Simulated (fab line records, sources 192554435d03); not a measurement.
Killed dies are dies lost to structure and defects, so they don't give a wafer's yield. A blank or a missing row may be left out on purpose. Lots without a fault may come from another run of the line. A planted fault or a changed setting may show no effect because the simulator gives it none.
fab line records | flow n5_finfet
record lots=7 wafers=39
route steps=1938 shown WELL_APT@33 FIN_CUT@169 DUMMY_GATE@237 SPACER0@259 MOL_CONTACT_COAG@610 BEOL_M4@1111
start_h: hours from the record's first day to the start of the lot's first wafer shown | wait_h: hours since the lot's step before | " the same as in the row above | L1.1+2: a row that stands for several wafers | - no value, or no start given | * or withheld: withheld | < > ~ a bound
route shown NAME@n: a module of which the file shows steps, and the number in the route of the first | usual: mean/standard deviation of fault-free wafers | same: alike in all rows | chamber/n: place in a boat | sites: the reading at each site | _std_site: their standard deviation | _edge_site: outer sites' mean less inner sites' | radius_mm: how far each site lies from the wafer's centre | mask NAME#n: copy n | behind: the tool/chamber that last shaped the wafer | hold: why the lot was held/for how many hours/how that ended | device: the transistor (n, p or np) that didn't switch | end of line: the same wafers' tests at the end of the route | a step without rows: its recipe alone | killed: dies lost to structure and defects at the first sort, not the wafer's yield | map: a wafer's dies, x killed, . not, _ none there
set.NAME: the setting as run; set.NAME@STEP: as run at that earlier step | model.NAME: the simulator's own value behind a step, which no gauge read
lots whose settings were changed on purpose; a table a step, a row a wafer
## steps
# step N5_WELL_APT_IMPLANT_15
# recipe species=As energy_kev=25 dose_cm2=1.5e+13 tilt_deg=0 rotation_deg=0
# step N5_FIN_CUT_ETCH_21
# recipe chemistry=N2/H2 target=SOC target_depth_a=2190 overetch_a=438 mask_material=SiARC temp_c=40 ion_energy_ev=100 bias_w=61 time_s=523.5 pressure_mtorr=30 source_w=850 n2_flow_sccm=200 h2_flow_sccm=200
# step N5_DUMMY_GATE_ETCH_37
# recipe chemistry=N2/H2 target=SOC target_depth_a=600 overetch_a=300 temp_c=40 ion_energy_ev=200 pressure_mtorr=30 source_w=840 bias_w=150 n2_flow_sccm=200 h2_flow_sccm=200
# step N5_SPACER0_ALD_00
# recipe material=SiOCN target_thk_a=35 temp_c=400 ald_precursor_family=alkyl-aminosilane ald_co_reactant=O2/N2-plasma pulse_time_s=3 purge_time_s=2 co_reactant_purge_time_s=2 ald_cycles=58 pressure_torr=2
# step N5_SPACER0_ALD_08
# recipe material=SiNx target_thk_a=20 temp_c=400 ald_precursor_family=SiH2I2 ald_co_reactant=N2/H2-plasma pressure_torr=2
# step N5_MOL_CONTACT_COAG_ETCH_67
# recipe chemistry=N2/H2 target=SOC target_depth_a=600 overetch_a=210 mask_material=SiARC temp_c=40 time_s=101.2 ion_energy_ev=200 pressure_mtorr=30 source_w=840 bias_w=150 n2_flow_sccm=200 h2_flow_sccm=200
# step N5_BEOL_M4_RC_MEAS_101
# usual CJ_P=5.82/0.12 IOFF_P_LONG=0.000107/8.9e-06 ION_P=464/6.5 REXT_P=99.8/2.1 VT_P=-250/3.1 VT_P_LVT=-98.6/2.7
# columns lot.wafer tool chamber start_h wait_h set.dose_cm2@WELL_APT_IMPLANT_15 set.time_s@FIN_CUT_ETCH_21 set.source_w@DUMMY_GATE_ETCH_37 set.ald_cycles@SPACER0_ALD_00 set.target_thk_a@SPACER0_ALD_08 set.source_w@MOL_CONTACT_COAG_ETCH_67 CJ_P IOFF_P_LONG[nA/um] ION_P[uA/um] REXT_P[ohm.um] VT_P[mV] VT_P_LVT[mV]
L074.1 prober-02 0 167.05 0.0 1.597e+13 523.5 915.3 58 18.58 840 6.10 0.000118 474 97.6 -248 -96.3
L074.2 " 0 " " 1.597e+13 523.5 840 58 18.58 840 6.09 0.000115 470 99.3 -247 -95.1
L074.3 " 0 " " 1.5e+13 523.5 915.3 58 20 698.6 5.73 0.00011 467 101.3 -247 -94.7
L074.4 " 0 " " 1.5e+13 523.5 840 58 18.58 698.6 5.77 0.00011 472 99.4 -248 -96.4
L074.5 " 0 " " 1.597e+13 523.5 840 58 20 698.6 6.15 0.000117 463 100.8 -248 -98.6
L074.6 " 0 " " 1.5e+13 523.5 915.3 58 20 840 5.77 0.00011 469 100.1 -249 -96.1
L086.1 prober-01 0 243.84 0.0 1.5e+13 523.5 840 52 21.94 840 6.01 0.000116 471 99.4 -243 -93.9
L086.2 " 0 " " 1.5e+13 523.5 840 58 20 840 5.85 0.000116 474 102.7 -248 -96.1
L086.3 " 0 " " 1.71e+13 523.5 840 52 20 696.1 6.39 0.00013 479 97.4 -246 -95.6
L086.4 " 0 " " 1.71e+13 523.5 840 58 21.94 696.1 6.17 0.00012 460 106.4 -248 -100.1
L086.5 " 0 " " 1.71e+13 523.5 840 58 21.94 840 6.32 0.000122 462 104.1 -251 -101.1
L086.6 " 0 " " 1.5e+13 523.5 840 52 20 696.1 5.94 0.000117 478 98.1 -243 -94.2
L088.1 prober-02 0 260.27 0.0 1.5e+13 610.2 840 58 20 770.2 5.74 0.000111 468 97.5 -248 -98.3
L088.2 " 0 " " 1.5e+13 523.5 909.6 58 20 840 5.74 0.00011 459 98.6 -246 -97.4
L088.3 " 0 " " 1.5e+13 523.5 840 58 20 770.2 5.82 0.000111 468 99.0 -249 -98.3
L088.4 " 0 " " 1.5e+13 610.2 909.6 58 20 840 5.74 0.00011 462 97.8 -250 -97.9
L088.5 " 0 " " 1.5e+13 523.5 909.6 58 20 770.2 5.83 0.00011 470 97.7 -249 -97.4
L088.6 " 0 " " 1.5e+13 610.2 840 58 20 840 5.81 0.000111 463 97.3 -247 -96.7
L091.1 prober-02 0 270.15 0.0 1.414e+13 479.4 729.7 49 20.89 780.5 5.54 0.000103 474 91.2 -247 -96.0
L091.2 " 0 " " 1.414e+13 523.5 840 58 20.89 840 5.48 9.7e-05 461 96.0 -252 -99.4
L091.3 " 0 " " 1.414e+13 479.4 729.7 58 20 780.5 5.70 0.000101 453 96.3 -256 -103.8
L091.4 " 0 " " 1.5e+13 523.5 729.7 49 20 840 5.74 0.000108 476 90.0 -246 -96.0
L091.5 " 0 " " 1.5e+13 479.4 840 49 20.89 780.5 5.77 0.000105 471 90.8 -246 -95.7
L091.6 " 0 " " 1.5e+13 523.5 840 58 20 840 5.87 0.000106 462 95.0 -252 -100.1
L092.1 prober-01 0 277.95 0.0 1.5e+13 523.5 970.1 58 20 706.6 5.66 0.000103 462 99.9 -252 -98.2
L092.2 " 0 " " 1.5e+13 523.5 840 58 20 706.6 5.94 0.000107 456 100.6 -252 -99.9
L092.3 " 0 " " 1.5e+13 523.5 970.1 58 18.76 840 5.94 0.000108 461 99.8 -252 -98.1
L092.4 " 0 " " 1.5e+13 523.5 840 58 18.76 840 5.77 0.000107 466 99.2 -252 -96.9
L092.5 " 0 " " 1.5e+13 523.5 970.1 58 18.76 706.6 5.85 0.000106 464 98.9 -248 -95.9
L092.6 " 0 " " 1.5e+13 523.5 840 58 20 840 5.84 0.000106 460 101.8 -252 -100.1
L094.2 prober-01 0 294.65 0.2 1.5e+13 523.5 840 58 20 840 6.06 0.000108 456 100.3 -251 -99.1
L094.4 " 0 " " 1.5e+13 523.5 840 58 20 840 6.00 0.000105 473 100.1 -244 -93.8
L094.6 " 0 " " 1.5e+13 523.5 840 58 20 840 5.89 0.000104 467 99.6 -247 -98.0
L096.1 prober-01 0 301.14 0.0 1.5e+13 405.5 971.8 58 20 840 - - - - - -
L096.2 " 0 " " 1.5e+13 523.5 840 58 20 739.1 5.84 9.8e-05 458 100.9 -252 -100.9
L096.3 " 0 " " 1.774e+13 523.5 840 58 20 739.1 6.38 0.000111 461 99.5 -250 -101.3
L096.4 " 0 " " 1.5e+13 405.5 840 58 20 840 - - - - - -
L096.5 " 0 " " 1.774e+13 405.5 971.8 58 20 739.1 - - - - - -
L096.6 " 0 " " 1.774e+13 523.5 971.8 58 20 840 6.32 0.000109 468 100.9 -247 -97.4
## key
split step=N5_WELL_APT_IMPLANT_15 setting=dose_cm2 stated_as=1.5e+13
response step=N5_BEOL_M4_RC_MEAS_101 reading=IOFF_P_LONG slope=+7.11e-07 per=1% together_with=all explained=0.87
response step=N5_BEOL_M4_RC_MEAS_101 reading=CJ_P slope=+0.0314 per=1% together_with=all explained=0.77
split step=N5_FIN_CUT_ETCH_21 setting=time_s stated_as=523.5
response none clear
split step=N5_DUMMY_GATE_ETCH_37 setting=source_w stated_as=840
response none clear
split step=N5_SPACER0_ALD_00 setting=ald_cycles stated_as=58
response step=N5_BEOL_M4_RC_MEAS_101 reading=REXT_P slope=+0.415 per=1% together_with=all explained=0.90
response step=N5_BEOL_M4_RC_MEAS_101 reading=VT_P_LVT slope=-0.403 per=1% together_with=all explained=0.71
response step=N5_BEOL_M4_RC_MEAS_101 reading=VT_P slope=-0.48 per=1% together_with=all explained=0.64
response step=N5_BEOL_M4_RC_MEAS_101 reading=ION_P slope=-1.02 per=1% together_with=all explained=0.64
split step=N5_SPACER0_ALD_08 setting=target_thk_a stated_as=20
response step=N5_BEOL_M4_RC_MEAS_101 reading=REXT_P slope=+0.254 per=1% together_with=all explained=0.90
split step=N5_MOL_CONTACT_COAG_ETCH_67 setting=source_w stated_as=840
response none clear
